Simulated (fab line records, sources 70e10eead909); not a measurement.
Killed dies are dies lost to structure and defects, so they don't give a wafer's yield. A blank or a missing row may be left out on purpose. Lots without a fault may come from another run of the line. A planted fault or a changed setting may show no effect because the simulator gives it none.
A struck lot beside a sound one | flow nand_harc | 26 steps out of a route of 1302
Sound: wafers L604.3, L604.4, L604.6. Struck: wafers L610.2, L610.3, L610.4. The cause comes at the end.
At each step with rows: each side's tool, then ch and its chambers, then its first start. Under that, the readings that differ: sound wafers | struck wafers | difference of the means | sigmas: that difference in standard deviations of wafers without a fault.
alike: readings whose means differ by less than 2 such deviations, and words and numbers that are the same on both sides. not compared: withheld readings, readings that some wafer has no value for, bounds like >300 that may hide the same value, and numbers for which the record gives no deviation and whose values overlap.
The two part at a step that has a row with sigmas, a row that says differs or no value, or rows on one side only. Numbers that don't overlap but have no deviation are shown without sigmas and don't part them. A reading that every wafer of one side lacks parts them only if that side has two wafers or more.

first, 5 steps without rows for these wafers: NHARC_P_GATE_STRIP_15 (strips in SPM, time 780 s); NHARC_P_GATE_PRECLEAN_71 (cleans in SC1); NHARC_P_GATE_SRD_72; NHARC_P_GATE_OXIDE_16 (material SiO2, target thk 3 nm, ox time 392 s); NHARC_P_GATE_CVD_17 (deposits poly-Si, target thk 150 nm, time 900 s).
NHARC_P_GATE_HM_DEP_102: deposits aC, target thk 120 nm.
  sound on acl_dep-02 ch 0, day 8 05:46; struck on acl_dep-03 ch 0, day 10 23:16
  alike: throttle_valve_pct
NHARC_P_GATE_DEP_103: deposits SiON, target thk 30 nm.
  sound on pecvd-01 ch 0,2, day 8 06:21; struck on pecvd-01 ch 1,2, day 10 23:50
  alike: heater_power_w, rf_fwd_power_W
then, 5 steps without rows for these wafers: NHARC_P_GATE_DEHYDRATE_18 (time 120 s); NHARC_P_GATE_HMDS_19 (time 30 s); NHARC_P_GATE_COAT_20 (resist thk 90 nm); NHARC_P_GATE_SOFTBAKE_21 (time 55 s); NHARC_P_GATE_EBR_22.
NHARC_P_GATE_EXPOSE_23: exposes mask P GATE, target cd 120 nm.
  sound on arfi_scanner-02 ch 0, day 8 06:43; struck on arfi_scanner-02 ch 0, day 11 00:14
  reading              | sound             | struck            | difference | sigmas
  exposure_dose_mJ_cm2 | 93.72 93.81 93.83 | 85.11 85.05 85.22 | -8.66      | -87
  alike: mask, focus_offset_nm
then, 2 steps without rows for these wafers: NHARC_P_GATE_PEB_24 (peb time 65 s); NHARC_P_GATE_DEVELOP_25 (develop time 35 s).
NHARC_P_GATE_CD_MEAS_26: target cd 120 nm.
  sound on cd_sem-02 ch 0, day 8 06:51; struck on cd_sem-02 ch 0, day 11 00:22
  reading    | sound             | struck            | difference | sigmas
  cd_nm (nm) | 119.8 120.2 120.3 | 126.4 126.2 125.7 | +6.0       | +11
NHARC_P_GATE_OVL_MEAS_27:
  sound on overlay-02, day 8 06:56; struck on overlay-02, day 11 00:28
  reading           | sound        | struck      | difference | sigmas
  overlay_x_nm (nm) | 0.1 -0.2 0.1 | 2.3 2.1 2.0 | +2.1       | +3
  alike: overlay_y_nm
NHARC_P_GATE_INSPECT_28:
  sound on defect_inspect-02, day 8 06:58; struck on defect_inspect-02, day 11 00:29
  alike: raw_defect_count
NHARC_P_GATE_DESCUM_31: chemistry O2, time 3 s.
  sound on rie_diel-06 ch 1,2,3, day 8 07:03; struck on rie_diel-02 ch 1,2,3, day 11 00:34
  reading                 | sound           | struck          | difference | sigmas
  model.P_GATE.cd_nm (nm) | 121 119.8 121.1 | 126.5 126.3 126 | +5.6       |
  alike: chamber_pressure_mTorr, drypump_motor_current_A, oes_product_au, rf_vpp_V, showerhead_plenum_p_Torr, throttle_valve_pct
  not compared: rf_hours_counter_h
then, 1 step without rows for these wafers: NHARC_P_GATE_ETCH_104 (etches the open film in CF4/CHF3, target depth 60 nm).
NHARC_P_GATE_HM_OPEN_105: chemistry O2/COS, target depth 360 nm.
  sound on rie_diel-06 ch 1,2,3; struck on rie_diel-02 ch 0,2,3
  alike: chamber_pressure_mTorr, cos_flow_sccm, drypump_motor_current_A, oes_product_au, rf_fwd_power_W, rf_vpp_V, showerhead_plenum_p_Torr, throttle_valve_pct
  not compared: rf_hours_counter_h
then, 1 step without rows for these wafers: NHARC_P_GATE_STRIP_106 (strips in O2/COS).
NHARC_P_GATE_ETCH_114: etches the open film in CF4/O2, target depth 30 nm, overetch 3 nm, time 16.5 s.
  sound on rie_diel-06 ch 0,1,2; struck on rie_diel-02 ch 0,1,3
  alike: chamber_pressure_mTorr, drypump_motor_current_A, oes_product_au, rf_fwd_power_W, rf_vpp_V, showerhead_plenum_p_Torr, throttle_valve_pct
  not compared: rf_hours_counter_h
NHARC_P_GATE_ETCH_32: etches the open film in HBr/Cl2, target depth 150 nm, time 100.1 s.
  sound on rie_si-01 ch 1,2,3, day 8 07:29; struck on rie_si-03 ch 0,2,3, day 11 01:01
  reading                 | sound             | struck            | difference | sigmas
  model.P_GATE.cd_nm (nm) | 119.4 117.5 121.6 | 128.9 129.4 124.8 | +8.2       |
  alike: chamber_pressure_mTorr, drypump_motor_current_A, he_backside_leak_sccm, oes_product_au, rf_fwd_power_W, throttle_valve_pct
  not compared: rf_hours_counter_h
NHARC_P_GATE_STRIP_108: strips in O2.
  sound on rie_diel-06 ch 1,3, day 8 07:40; struck on rie_diel-06 ch 0,1,2, day 11 01:11
  alike: chamber_pressure_mTorr, drypump_motor_current_A, oes_product_au, rf_vpp_V, showerhead_plenum_p_Torr, throttle_valve_pct
  not compared: rf_hours_counter_h
then, 1 step without rows for these wafers: NHARC_END_SORT_01.

WHERE THEY PART
First at NHARC_P_GATE_EXPOSE_23; last, within this record, at NHARC_P_GATE_OVL_MEAS_27. Later steps at which nothing parts them and some readings are alike: NHARC_P_GATE_INSPECT_28, NHARC_P_GATE_DESCUM_31, NHARC_P_GATE_HM_OPEN_105, NHARC_P_GATE_ETCH_114, NHARC_P_GATE_ETCH_32, NHARC_P_GATE_STRIP_108.

WHY: what the simulator had put in
Process parameter drift: arfi_scanner-02, from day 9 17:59 on, at NHARC_P_GATE_EXPOSE_23. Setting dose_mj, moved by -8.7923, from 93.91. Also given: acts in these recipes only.
